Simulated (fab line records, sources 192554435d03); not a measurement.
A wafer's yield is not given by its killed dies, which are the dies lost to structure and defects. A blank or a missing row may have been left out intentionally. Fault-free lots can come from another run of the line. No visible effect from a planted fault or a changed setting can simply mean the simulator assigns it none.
fab line records	flow n5_finfet
record: lots: 24	wafers: 72	last_day: 20
route steps=1938 shown BEOL_M11@1570 BEOL_M12@1603
lots that met no fault: taken from a fault-free run of the same line
start_h: hours from the record's opening day to when the first of the lot's shown wafers began	wait_h: time in hours since the lot's previous step	" same as the row above	L1.1+2: a row that stands for several wafers	- no value present, or no start provided	* or withheld: withheld	< > ~ a bound
route shown NAME@n: NAME is a module with steps in the file, n the number in the route of the first one	usual: mean/standard deviation taken from wafers without a fault	same: alike in all rows	chamber/n: place in a boat	sites: readings site by site	_std_site: standard deviation of those values	_edge_site: inner sites' mean taken away from outer sites' mean	radius_mm: for every site, how far away it sits from the centre of the wafer	mask NAME#n: copy n	behind: the tool/chamber that last shaped the wafer	hold: the reason the lot was held/the length of the hold in hours/how it ended	device: which transistor (n, p or np) failed to switch	end of line: the same wafers' tests at the end of the route	a step given without rows: its recipe and nothing more	killed: the dies lost at the first sort to structure and to defects; this is not the yield of the wafer	map: per-die view of a wafer (x killed, . not killed, _ where there is no die)
set.NAME: the setting that was run; set.NAME@STEP: the one run at that earlier step	model.NAME: the simulator's own value behind a step, which no gauge read
route steps across a sampled set of lots; one table per step, one row per wafer
services: when a tool's chamber went out of use (start_h, in hours from the record's first day, below 0 if earlier), for how many hours, and the reason
== steps ==
step: N5_BEOL_M11_INSPECT_30
recipe: mode: adi	inspect_instrument: brightfield
usual: raw_defect_count: 394/85
lot.wafer	tool	chamber	start_h	wait_h	raw_defect_count
L075.1	defect_inspect-01	-	270.85	0.0	270
L075.5	"	-	"	"	347
L075.6	"	-	"	"	345
L074.1	defect_inspect-01	-	298.41	0.0	447
L074.3	"	-	"	"	465
L074.5	"	-	"	"	380
L076.1	defect_inspect-01	-	302.11	0.0	392
L076.3	"	-	"	"	400
L076.4	"	-	"	"	379
L077.2	defect_inspect-01	-	312.25	0.0	287
L077.5	"	-	"	"	400
L077.6	"	-	"	"	349
L078.2	defect_inspect-02	-	315.06	0.0	449
L078.3	"	-	"	"	569
L078.6	"	-	"	"	398
L083.1	defect_inspect-02	-	324.86	0.0	348
L083.4	"	-	"	"	624
L083.5	"	-	"	"	404
L079.1	defect_inspect-01	-	337.21	0.0	289
L079.5	"	-	"	"	430
L079.6	"	-	"	"	460
L081.4	defect_inspect-01	-	341.46	0.0	384
L081.5	"	-	"	"	399
L081.6	"	-	"	"	388
L084.1	defect_inspect-01	-	349.61	0.0	471
L084.3	"	-	"	"	716
L084.5	"	-	"	"	489
L085.4	defect_inspect-01	-	354.49	0.0	410
L085.5	"	-	"	"	292
L085.6	"	-	"	"	343
L082.2	defect_inspect-01	-	354.66	0.0	347
L082.3	"	-	"	"	445
L082.6	"	-	"	"	349
L080.1	defect_inspect-01	-	365.80	0.0	303
L080.4	"	-	"	"	569
L080.6	"	-	"	"	402
L087.2	defect_inspect-01	-	373.44	0.0	310
L087.4	"	-	"	"	363
L087.6	"	-	"	"	506
L090.1	defect_inspect-02	-	383.09	0.0	406
L090.4	"	-	"	"	443
L090.6	"	-	"	"	429
L088.3	defect_inspect-02	-	383.26	0.0	407
L088.5	"	-	"	"	287
L088.6	"	-	"	"	198
L086.3	defect_inspect-01	-	383.43	0.0	345
L086.4	"	-	"	"	466
L086.5	"	-	"	"	455
L089.2	defect_inspect-02	-	385.60	0.0	343
L089.3	"	-	"	"	451
L089.5	"	-	"	"	355
L093.1	defect_inspect-01	-	387.05	0.0	540
L093.2	"	-	"	"	482
L093.4	"	-	"	"	420
L092.3	defect_inspect-01	-	387.32	0.0	426
L092.5	"	-	"	"	523
L092.6	"	-	"	"	328
L091.1	defect_inspect-02	-	405.24	0.0	350
L091.2	"	-	"	"	364
L091.6	"	-	"	"	369
L094.2	defect_inspect-02	-	410.23	0.0	344
L094.3	"	-	"	"	320
L094.6	"	-	"	"	344
L095.2	defect_inspect-02	-	425.25	0.0	370
L095.5	"	-	"	"	338
L095.6	"	-	"	"	335
L097.2	defect_inspect-02	-	425.41	0.0	330
L097.3	"	-	"	"	231
L097.5	"	-	"	"	326
L096.1	defect_inspect-01	-	434.48	0.0	321
L096.2	"	-	"	"	444
L096.4	"	-	"	"	415
step: N5_BEOL_M11_ETCH_66
recipe: chemistry: N2/H2	target: SOC	target_depth_a: 1200	overetch_a: 240	mask_material: SiARC	temp_c: 40	time_s: 180	ion_energy_ev: 200	pressure_mtorr: 30	source_w: 840	bias_w: 150	n2_flow_sccm: 200	h2_flow_sccm: 200
usual: drypump_motor_current_A: 5.5/0.35	oes_product_au: 0.63/0.066	rf_vpp_V: 523.3/2.8	showerhead_plenum_p_Torr: 2.52/0.1	throttle_valve_pct: 17.90/0.28
lot.wafer	tool	chamber	start_h	wait_h	drypump_motor_current_A	oes_product_au	rf_hours_counter_h	rf_vpp_V	showerhead_plenum_p_Torr	throttle_valve_pct
L075.1	rie_diel-05	2	271.28	0.0	5.2	0.59	171	520.8	2.44	18.51
L075.5	"	0	"	"	5.9	0.75	-	521.7	2.50	17.81
L075.6	"	3	"	"	5.7	0.77	-	526.2	2.60	17.91
L074.1	rie_diel-02	3	298.53	0.0	5.2	0.62	138	518.9	2.34	17.75
L074.3	"	2	"	"	6.1	0.60	177	526.8	2.64	17.63
L074.5	"	2	"	"	6.1	0.60	-	525.2	2.64	17.63
L076.1	rie_diel-06	2	302.23	0.0	6.1	0.55	249	520.1	2.40	17.88
L076.3	"	3	"	"	5.7	0.55	249	522.0	2.49	18.36
L076.4	"	0	"	"	5.9	0.57	220	521.4	2.41	18.17
L077.2	rie_diel-05	2	312.37	0.0	5.2	0.58	183	521.2	2.43	18.53
L077.5	"	2	"	"	5.2	0.59	-	521.1	2.43	18.52
L077.6	"	3	"	"	5.7	0.73	-	525.3	2.60	17.94
L078.2	rie_diel-02	3	315.18	0.0	5.1	0.62	143	518.2	2.34	17.75
L078.3	"	2	"	"	6.1	0.60	182	526.8	2.64	17.63
L078.6	"	1	"	"	5.9	0.71	-	525.1	2.59	17.77
L083.1	rie_diel-05	2	324.98	0.0	5.2	0.59	187	518.8	2.43	18.51
L083.4	"	3	"	"	5.7	0.72	26	524.7	2.60	17.93
L083.5	"	1	"	"	5.4	0.57	-	524.5	2.52	17.75
L079.1	rie_diel-02	1	337.33	0.0	5.8	0.70	46	524.7	2.59	17.77
L079.5	"	0	"	"	5.1	0.59	-	526.5	2.62	17.63
L079.6	"	3	"	"	5.2	0.61	-	516.7	2.34	17.76
L081.4	rie_diel-05	2	341.58	0.0	5.2	0.59	191	519.8	2.43	18.52
L081.5	"	3	"	"	5.7	0.72	-	525.5	2.59	17.94
L081.6	"	2	"	"	5.2	0.58	-	520.1	2.43	18.53
L084.1	rie_diel-05	3	349.73	0.0	5.7	0.72	32	527.4	2.59	17.96
L084.3	"	0	"	"	5.9	0.73	41	522.5	2.49	17.85
L084.5	"	2	"	"	5.2	0.58	-	519.9	2.43	18.53
L085.4	rie_diel-05	0	354.73	0.0	5.9	0.72	42	522.4	2.49	17.86
L085.5	"	0	"	"	5.9	0.71	-	522.9	2.49	17.86
L085.6	"	3	"	"	5.7	0.71	-	525.0	2.59	17.94
L082.2	rie_diel-02	0	354.95	0.0	5.1	0.59	219	523.7	2.62	17.65
L082.3	"	3	"	"	5.2	0.61	154	520.3	2.33	17.77
L082.6	"	1	"	"	5.9	0.69	-	525.2	2.59	17.78
L080.1	rie_diel-05	1	366.04	0.0	5.3	0.57	201	523.4	2.52	17.78
L080.4	"	3	"	"	5.7	0.72	36	524.3	2.59	17.94
L080.6	"	1	"	"	5.4	0.57	-	523.2	2.52	17.78
L087.2	rie_diel-02	0	373.56	0.0	5.1	0.58	224	527.3	2.62	17.63
L087.4	"	3	"	"	5.1	0.61	-	518.2	2.33	17.78
L087.6	"	0	"	"	5.1	0.58	-	525.6	2.62	17.64
L090.1	rie_diel-02	0	383.21	0.0	5.1	0.58	228	527.2	2.62	17.65
L090.4	"	0	"	"	5.1	0.58	-	525.9	2.62	17.67
L090.6	"	2	"	"	6.1	0.58	-	525.6	2.63	17.69
L088.3	rie_diel-05	1	383.54	0.0	5.3	0.56	206	522.0	2.52	17.78
L088.5	"	3	"	"	5.7	0.70	-	524.1	2.59	17.97
L088.6	"	0	"	"	5.9	0.71	-	521.8	2.48	17.87
L086.3	rie_diel-02	3	383.81	0.0	5.1	0.61	162	518.1	2.33	17.79
L086.4	"	3	"	"	5.2	0.61	-	517.6	2.33	17.80
L086.5	"	0	"	"	5.1	0.58	-	526.5	2.62	17.66
L089.2	rie_diel-06	0	385.74	0.0	5.9	0.56	249	521.0	2.40	18.22
L089.3	"	1	"	"	5.6	0.67	72	522.4	2.47	17.97
L089.5	"	2	"	"	6.0	0.72	-	528.4	2.71	17.48
L093.1	rie_diel-05	0	387.16	0.0	5.9	0.70	52	522.3	2.48	17.87
L093.2	"	3	"	"	5.7	0.71	43	523.9	2.59	17.98
L093.4	"	1	"	"	5.4	0.56	207	523.1	2.52	17.79
L092.3	rie_diel-02	0	387.60	0.0	5.1	0.58	230	526.5	2.62	17.65
L092.5	"	3	"	"	5.1	0.60	-	519.9	2.33	17.80
L092.6	"	0	"	"	5.1	0.58	-	524.2	2.62	17.67
L091.1	rie_diel-06	1	405.36	0.0	5.6	0.66	80	521.6	2.47	17.99
L091.2	"	3	"	"	5.7	0.75	20	522.0	2.48	17.93
L091.6	"	2	"	"	6.1	0.71	-	527.3	2.70	17.52
L094.2	rie_diel-05	2	410.60	0.0	5.2	0.58	212	521.6	2.42	18.55
L094.3	"	1	"	"	5.3	0.56	216	525.1	2.51	17.81
L094.6	"	2	"	"	5.2	0.57	-	521.7	2.42	18.56
L095.2	rie_diel-02	0	425.36	0.0	5.1	0.57	245	526.5	2.61	17.68
L095.5	"	0	"	"	5.1	0.56	-	524.8	2.61	17.68
L095.6	"	3	"	"	5.1	0.60	-	517.5	2.32	17.81
L097.2	rie_diel-02	1	425.83	0.0	5.8	0.68	64	524.9	2.58	17.81
L097.3	"	0	"	"	5.1	0.56	245	526.0	2.61	17.68
L097.5	"	2	"	"	6.1	0.58	-	525.2	2.63	17.70
L096.1	rie_diel-05	3	434.91	0.0	5.7	0.69	57	526.1	2.58	17.99
L096.2	"	1	"	"	5.3	0.56	224	521.3	2.51	17.80
L096.4	"	0	"	"	5.9	0.69	68	521.6	2.48	17.90
step: N5_BEOL_M11_TRENCH_ETCH_37
recipe: chemistry: C4F6/O2	target_depth_a: 1488.3	target: SiCOH_lowk	time_s: 48	ion_energy_ev: 250	pressure_mtorr: 30	source_w: 345	bias_w: 185	Ar_flow_sccm: 300	C4F6_flow_sccm: 10	O2_flow_sccm: 10
usual: drypump_motor_current_A: 5.5/0.35	mfc_ar_sccm: 300.0/0.88	oes_product_au: 0.78/0.084	rf_vpp_V: 666/9	showerhead_plenum_p_Torr: 2.82/0.11	throttle_valve_pct: 20.98/0.25
lot.wafer	tool	chamber	start_h	wait_h	drypump_motor_current_A	mfc_ar_sccm	oes_product_au	rf_hours_counter_h	rf_vpp_V	showerhead_plenum_p_Torr	throttle_valve_pct
L075.1	rie_diel-05	2	-	-	5.2	300.6	0.74	171	658	2.72	21.42
L075.5	"	0	"	"	5.9	300.6	0.94	-	677	2.81	20.98
L075.6	"	3	"	"	5.7	299.8	0.94	-	669	2.91	21.04
L074.1	rie_diel-02	3	-	-	5.1	298.7	0.78	138	654	2.63	20.92
L074.3	"	2	"	"	6.1	300.3	0.73	177	679	2.95	20.64
L074.5	"	2	"	"	6.1	300.2	0.75	-	679	2.95	20.64
L076.1	rie_diel-06	2	-	-	6.1	299.4	0.67	249	661	2.69	20.87
L076.3	"	3	"	"	5.7	300.5	0.67	249	668	2.81	21.50
L076.4	"	0	"	"	5.9	301.5	0.71	221	663	2.71	21.18
L077.2	rie_diel-05	2	-	-	5.2	301.0	0.73	183	658	2.72	21.45
L077.5	"	2	"	"	5.2	300.8	0.73	-	657	2.72	21.45
L077.6	"	3	"	"	5.7	298.4	0.92	-	668	2.91	21.07
L078.2	rie_diel-02	3	-	-	5.1	299.6	0.76	143	655	2.63	20.92
L078.3	"	2	"	"	6.1	298.2	0.73	182	678	2.95	20.66
L078.6	"	1	"	"	5.9	300.1	0.88	-	666	2.90	20.84
L083.1	rie_diel-05	2	-	-	5.2	299.4	0.72	187	657	2.72	21.46
L083.4	"	3	"	"	5.7	299.2	0.91	26	669	2.91	21.06
L083.5	"	1	"	"	5.3	299.3	0.71	-	655	2.82	20.81
L079.1	rie_diel-02	1	-	-	5.8	299.6	0.87	46	667	2.90	20.86
L079.5	"	0	"	"	5.1	300.2	0.72	-	678	2.94	20.79
L079.6	"	3	"	"	5.1	301.2	0.76	-	653	2.63	20.92
L081.4	rie_diel-05	2	-	-	5.2	299.9	0.72	191	658	2.71	21.48
L081.5	"	3	"	"	5.7	300.4	0.90	-	668	2.90	21.06
L081.6	"	2	"	"	5.2	300.4	0.72	-	658	2.71	21.48
L084.1	rie_diel-05	3	-	-	5.7	299.5	0.89	32	669	2.90	21.07
L084.3	"	0	"	"	5.9	299.9	0.89	41	676	2.80	21.04
L084.5	"	2	"	"	5.2	300.5	0.72	-	658	2.71	21.46
L085.4	rie_diel-05	0	-	-	5.9	299.1	0.89	42	677	2.80	21.03
L085.5	"	0	"	"	5.9	298.8	0.89	-	675	2.80	21.05
L085.6	"	3	"	"	5.7	300.0	0.89	-	667	2.90	21.07
L082.2	rie_diel-02	0	-	-	5.1	300.5	0.72	219	676	2.94	20.79
L082.3	"	3	"	"	5.1	300.5	0.76	154	655	2.62	20.95
L082.6	"	1	"	"	5.8	299.2	0.86	-	665	2.90	20.86
L080.1	rie_diel-05	1	-	-	5.3	300.4	0.70	201	656	2.81	20.81
L080.4	"	3	"	"	5.7	299.8	0.89	36	669	2.90	21.09
L080.6	"	1	"	"	5.3	300.2	0.69	-	656	2.81	20.81
L087.2	rie_diel-02	0	-	-	5.1	299.5	0.71	225	676	2.94	20.79
L087.4	"	3	"	"	5.2	299.9	0.75	-	653	2.62	20.93
L087.6	"	0	"	"	5.1	299.4	0.71	-	678	2.94	20.80
L090.1	rie_diel-02	0	-	-	5.1	300.0	0.71	228	676	2.93	20.79
L090.4	"	0	"	"	5.1	300.6	0.71	-	676	2.93	20.79
L090.6	"	2	"	"	6.1	301.9	0.72	-	677	2.94	20.68
L088.3	rie_diel-05	1	-	-	5.3	300.1	0.69	206	656	2.81	20.82
L088.5	"	3	"	"	5.7	300.1	0.87	-	669	2.90	21.09
L088.6	"	0	"	"	5.9	300.3	0.88	-	676	2.79	21.06
L086.3	rie_diel-02	3	-	-	5.1	300.0	0.76	162	656	2.62	20.93
L086.4	"	3	"	"	5.1	298.9	0.76	-	656	2.62	20.93
L086.5	"	0	"	"	5.1	299.3	0.71	-	676	2.93	20.81
L089.2	rie_diel-06	0	-	-	5.9	300.4	0.68	249	664	2.70	21.23
L089.3	"	1	"	"	5.6	301.4	0.83	73	655	2.77	21.06
L089.5	"	2	"	"	6.0	299.7	0.90	-	675	3.02	20.54
L093.1	rie_diel-05	0	-	-	5.9	299.0	0.88	52	675	2.79	21.05
L093.2	"	3	"	"	5.7	298.7	0.87	43	668	2.90	21.09
L093.4	"	1	"	"	5.3	299.9	0.69	207	657	2.81	20.82
L092.3	rie_diel-02	0	-	-	5.1	301.8	0.71	230	676	2.93	20.79
L092.5	"	3	"	"	5.2	299.6	0.75	-	656	2.62	20.97
L092.6	"	0	"	"	5.1	300.3	0.71	-	675	2.93	20.80
L091.1	rie_diel-06	1	-	-	5.6	299.2	0.82	81	653	2.76	21.07
L091.2	"	3	"	"	5.7	298.2	0.93	20	668	2.79	21.13
L091.6	"	2	"	"	6.1	300.9	0.88	-	672	3.02	20.55
L094.2	rie_diel-05	2	-	-	5.2	301.1	0.70	212	657	2.71	21.50
L094.3	"	1	"	"	5.4	300.8	0.69	216	656	2.80	20.84
L094.6	"	2	"	"	5.2	301.3	0.70	-	657	2.70	21.50
L095.2	rie_diel-02	0	-	-	5.1	299.8	0.70	245	674	2.93	20.83
L095.5	"	0	"	"	5.1	301.4	0.70	-	677	2.93	20.82
L095.6	"	3	"	"	5.2	300.0	0.74	-	656	2.61	20.97
L097.2	rie_diel-02	1	-	-	5.9	301.4	0.84	64	666	2.89	20.87
L097.3	"	0	"	"	5.1	300.9	0.70	245	677	2.93	20.82
L097.5	"	2	"	"	6.1	299.6	0.71	-	677	2.93	20.72
L096.1	rie_diel-05	3	-	-	5.7	298.9	0.85	58	668	2.89	21.11
L096.2	"	1	"	"	5.4	300.0	0.69	224	656	2.80	20.85
L096.4	"	0	"	"	5.9	298.8	0.85	68	676	2.79	21.07
step: N5_BEOL_M12_THK_MEAS_01
recipe: reads: SiOC_of_BEOL_M12_ILD_DEP_00
usual: M12_ILD_THK: 659/7.9
lot.wafer	tool	chamber	start_h	wait_h	M12_ILD_THK[nm]
L075.1	film_metro-01	-	274.43	0.1	639
L075.5	"	-	"	"	654
L075.6	"	-	"	"	639
L074.1	film_metro-01	-	303.58	0.1	652
L074.3	"	-	"	"	642
L074.5	"	-	"	"	665
L076.1	film_metro-02	-	307.13	0.1	656
L076.3	"	-	"	"	655
L076.4	"	-	"	"	664
L077.2	film_metro-02	-	315.87	0.1	657
L077.5	"	-	"	"	656
L077.6	"	-	"	"	658
L078.2	film_metro-02	-	318.70	0.1	658
L078.3	"	-	"	"	652
L078.6	"	-	"	"	661
L083.1	film_metro-01	-	327.87	0.1	657
L083.4	"	-	"	"	662
L083.5	"	-	"	"	661
L079.1	film_metro-02	-	340.30	0.1	650
L079.5	"	-	"	"	651
L079.6	"	-	"	"	645
L081.4	film_metro-02	-	345.42	0.0	671
L081.5	"	-	"	"	665
L081.6	"	-	"	"	668
L084.1	film_metro-01	-	353.18	0.1	660
L084.3	"	-	"	"	662
L084.5	"	-	"	"	665
L082.2	film_metro-01	-	359.30	0.1	653
L082.3	"	-	"	"	665
L082.6	"	-	"	"	664
L085.4	film_metro-01	-	359.64	0.0	659
L085.5	"	-	"	"	648
L085.6	"	-	"	"	656
L080.1	film_metro-02	-	369.78	0.1	662
L080.4	"	-	"	"	667
L080.6	"	-	"	"	666
L087.2	film_metro-01	-	376.75	0.1	658
L087.4	"	-	"	"	671
L087.6	"	-	"	"	658
L090.1	film_metro-02	-	386.52	0.1	660
L090.4	"	-	"	"	681
L090.6	"	-	"	"	668
L088.3	film_metro-01	-	387.72	0.1	667
L088.5	"	-	"	"	654
L088.6	"	-	"	"	664
L086.3	film_metro-01	-	388.27	0.1	655
L086.4	"	-	"	"	672
L086.5	"	-	"	"	668
L089.2	film_metro-01	-	389.32	0.1	654
L089.3	"	-	"	"	669
L089.5	"	-	"	"	664
L093.1	film_metro-02	-	391.99	0.1	653
L093.2	"	-	"	"	653
L093.4	"	-	"	"	662
L092.3	film_metro-01	-	393.49	0.1	666
L092.5	"	-	"	"	665
L092.6	"	-	"	"	661
L091.1	film_metro-02	-	409.17	0.1	662
L091.2	"	-	"	"	658
L091.6	"	-	"	"	670
L094.2	film_metro-02	-	413.67	0.1	651
L094.3	"	-	"	"	659
L094.6	"	-	"	"	663
L095.2	film_metro-01	-	428.79	0.1	655
L095.5	"	-	"	"	675
L095.6	"	-	"	"	658
L097.2	film_metro-01	-	429.30	0.1	649
L097.3	"	-	"	"	661
L097.5	"	-	"	"	670
L096.1	film_metro-02	-	438.92	0.1	649
L096.2	"	-	"	"	656
L096.4	"	-	"	"	660
step: N5_BEOL_M12_CD_MEAS_10
recipe: target_cd_nm: 140	landing_energy_ev: 500	detector: se_inlens	polarity: opening
usual: cd_nm: 139.7/1.4
lot.wafer	tool	chamber	start_h	wait_h	cd_nm
L075.1	cd_sem-02	0	274.86	-	141.1
L075.5	"	0	"	"	140.8
L075.6	"	0	"	"	141.8
L074.1	cd_sem-01	0	303.88	-	139.6
L074.3	"	0	"	"	139.7
L074.5	"	0	"	"	139.4
L076.1	cd_sem-02	0	307.43	-	138.5
L076.3	"	0	"	"	138.1
L076.4	"	0	"	"	138.8
L077.2	cd_sem-01	0	316.17	-	137.5
L077.5	"	0	"	"	136.7
L077.6	"	0	"	"	138.4
L078.2	cd_sem-02	0	319.12	-	140.1
L078.3	"	0	"	"	137.1
L078.6	"	0	"	"	140.3
L083.1	cd_sem-01	0	328.17	-	137.0
L083.4	"	0	"	"	139.0
L083.5	"	0	"	"	139.4
L079.1	cd_sem-01	0	340.73	-	141.1
L079.5	"	0	"	"	142.1
L079.6	"	0	"	"	141.4
L081.4	cd_sem-01	0	345.85	-	141.3
L081.5	"	0	"	"	141.6
L081.6	"	0	"	"	140.7
L084.1	cd_sem-03	0	353.48	-	139.1
L084.3	"	0	"	"	142.7
L084.5	"	0	"	"	138.7
L082.2	cd_sem-03	0	359.60	-	136.6
L082.3	"	0	"	"	137.1
L082.6	"	0	"	"	136.6
L085.4	cd_sem-02	0	359.95	-	139.6
L085.5	"	0	"	"	140.3
L085.6	"	0	"	"	140.3
L080.1	cd_sem-02	0	370.08	-	140.5
L080.4	"	0	"	"	139.3
L080.6	"	0	"	"	139.7
L087.2	cd_sem-01	0	377.18	-	137.3
L087.4	"	0	"	"	138.7
L087.6	"	0	"	"	138.5
L090.1	cd_sem-02	0	386.94	-	141.7
L090.4	"	0	"	"	142.1
L090.6	"	0	"	"	143.4
L088.3	cd_sem-03	0	388.03	-	139.7
L088.5	"	0	"	"	139.5
L088.6	"	0	"	"	139.3
L086.3	cd_sem-02	0	388.70	-	137.4
L086.4	"	0	"	"	138.9
L086.5	"	0	"	"	136.0
L089.2	cd_sem-01	0	389.74	-	141.3
L089.3	"	0	"	"	141.4
L089.5	"	0	"	"	140.8
L093.1	cd_sem-01	0	392.29	-	138.1
L093.2	"	0	"	"	139.8
L093.4	"	0	"	"	139.1
L092.3	cd_sem-01	0	393.93	-	138.7
L092.5	"	0	"	"	139.7
L092.6	"	0	"	"	139.5
L091.1	cd_sem-01	0	409.47	-	139.4
L091.2	"	0	"	"	140.0
L091.6	"	0	"	"	140.2
L094.2	cd_sem-02	0	414.10	-	141.4
L094.3	"	0	"	"	140.1
L094.6	"	0	"	"	139.3
L095.2	cd_sem-03	0	429.22	-	139.7
L095.5	"	0	"	"	139.7
L095.6	"	0	"	"	138.5
L097.2	cd_sem-01	0	429.60	-	141.1
L097.3	"	0	"	"	139.7
L097.5	"	0	"	"	140.1
L096.1	cd_sem-01	0	439.22	-	141.0
L096.2	"	0	"	"	140.6
L096.4	"	0	"	"	139.7
step: N5_BEOL_M12_CD_MEAS_28
recipe: target_cd_nm: 160.2	landing_energy_ev: 500	detector: se_inlens	polarity: opening
usual: cd_nm: 160.2/1.3
lot.wafer	tool	chamber	start_h	wait_h	cd_nm
L075.1	cd_sem-02	0	275.88	-	159.2
L075.5	"	0	"	"	159.7
L075.6	"	0	"	"	160.1
L074.1	cd_sem-03	0	304.92	-	160.5
L074.3	"	0	"	"	161.8
L074.5	"	0	"	"	161.2
L076.1	cd_sem-01	0	308.34	-	160.3
L076.3	"	0	"	"	161.5
L076.4	"	0	"	"	160.0
L077.2	cd_sem-02	0	317.39	-	159.4
L077.5	"	0	"	"	160.1
L077.6	"	0	"	"	158.3
L078.2	cd_sem-01	0	320.16	-	159.0
L078.3	"	0	"	"	160.9
L078.6	"	0	"	"	159.2
L083.1	cd_sem-01	0	329.08	-	159.2
L083.4	"	0	"	"	160.4
L083.5	"	0	"	"	159.1
L079.1	cd_sem-02	0	341.76	-	159.6
L079.5	"	0	"	"	157.9
L079.6	"	0	"	"	159.8
L081.4	cd_sem-02	0	346.76	-	162.0
L081.5	"	0	"	"	162.0
L081.6	"	0	"	"	161.9
L084.1	cd_sem-03	0	354.81	-	158.9
L084.3	"	0	"	"	159.1
L084.5	"	0	"	"	159.1
L082.2	cd_sem-01	0	360.51	-	161.1
L082.3	"	0	"	"	164.0
L082.6	"	0	"	"	163.2
L085.4	cd_sem-02	0	360.85	-	161.7
L085.5	"	0	"	"	162.3
L085.6	"	0	"	"	162.4
L080.1	cd_sem-01	0	370.99	-	160.2
L080.4	"	0	"	"	159.9
L080.6	"	0	"	"	159.1
L087.2	cd_sem-02	0	378.25	-	158.7
L087.4	"	0	"	"	159.1
L087.6	"	0	"	"	158.5
L090.1	cd_sem-02	0	387.98	-	159.9
L090.4	"	0	"	"	159.3
L090.6	"	0	"	"	159.3
L088.3	cd_sem-01	0	389.28	-	161.2
L088.5	"	0	"	"	160.8
L088.6	"	0	"	"	162.2
L086.3	cd_sem-02	0	389.73	-	161.4
L086.4	"	0	"	"	160.9
L086.5	"	0	"	"	161.0
L089.2	cd_sem-02	0	390.65	-	161.1
L089.3	"	0	"	"	161.2
L089.5	"	0	"	"	161.6
L093.1	cd_sem-01	0	393.32	-	159.0
L093.2	"	0	"	"	159.2
L093.4	"	0	"	"	160.1
L092.3	cd_sem-02	0	394.84	-	159.9
L092.5	"	0	"	"	159.3
L092.6	"	0	"	"	159.9
L091.1	cd_sem-01	0	410.51	-	158.2
L091.2	"	0	"	"	158.0
L091.6	"	0	"	"	158.5
L094.2	cd_sem-01	0	415.01	-	157.8
L094.3	"	0	"	"	159.7
L094.6	"	0	"	"	159.1
L095.2	cd_sem-01	0	430.30	-	160.2
L095.5	"	0	"	"	160.8
L095.6	"	0	"	"	161.0
L097.2	cd_sem-02	0	431.51	-	161.9
L097.3	"	0	"	"	159.6
L097.5	"	0	"	"	159.8
L096.1	cd_sem-02	0	440.28	-	159.5
L096.2	"	0	"	"	159.6
L096.4	"	0	"	"	160.9
== services ==
tool	chamber	start_h	hours	kind
rie_diel-02	1	304.26	7.9	repair
rie_diel-06	2	306.74	-	clean
rie_diel-06	2	306.74	-	consumable_replace:focus_ring
rie_diel-06	2	306.74	-	consumable_replace:showerhead
rie_diel-06	2	306.74	12.8	scheduled_down
rie_diel-06	2	306.74	12.8	vent_cycle
rie_diel-06	3	318.44	5.6	repair
rie_diel-06	3	324.08	-	clean
rie_diel-06	3	324.08	-	consumable_replace:focus_ring
rie_diel-06	3	324.08	20.3	scheduled_down
rie_diel-06	3	324.08	20.3	vent_cycle
rie_diel-02	-	356.59	0.6	repair
rie_diel-02	1	381.87	25.8	repair
rie_diel-05	-	387.54	2.8	pm
rie_diel-06	0	388.10	-	clean
rie_diel-06	0	388.10	-	consumable_replace:focus_ring
rie_diel-06	0	388.10	-	consumable_replace:showerhead
rie_diel-06	0	388.10	20.7	scheduled_down
rie_diel-06	0	388.10	20.7	vent_cycle
rie_diel-02	1	430.99	5.1	repair
== key ==
fault none
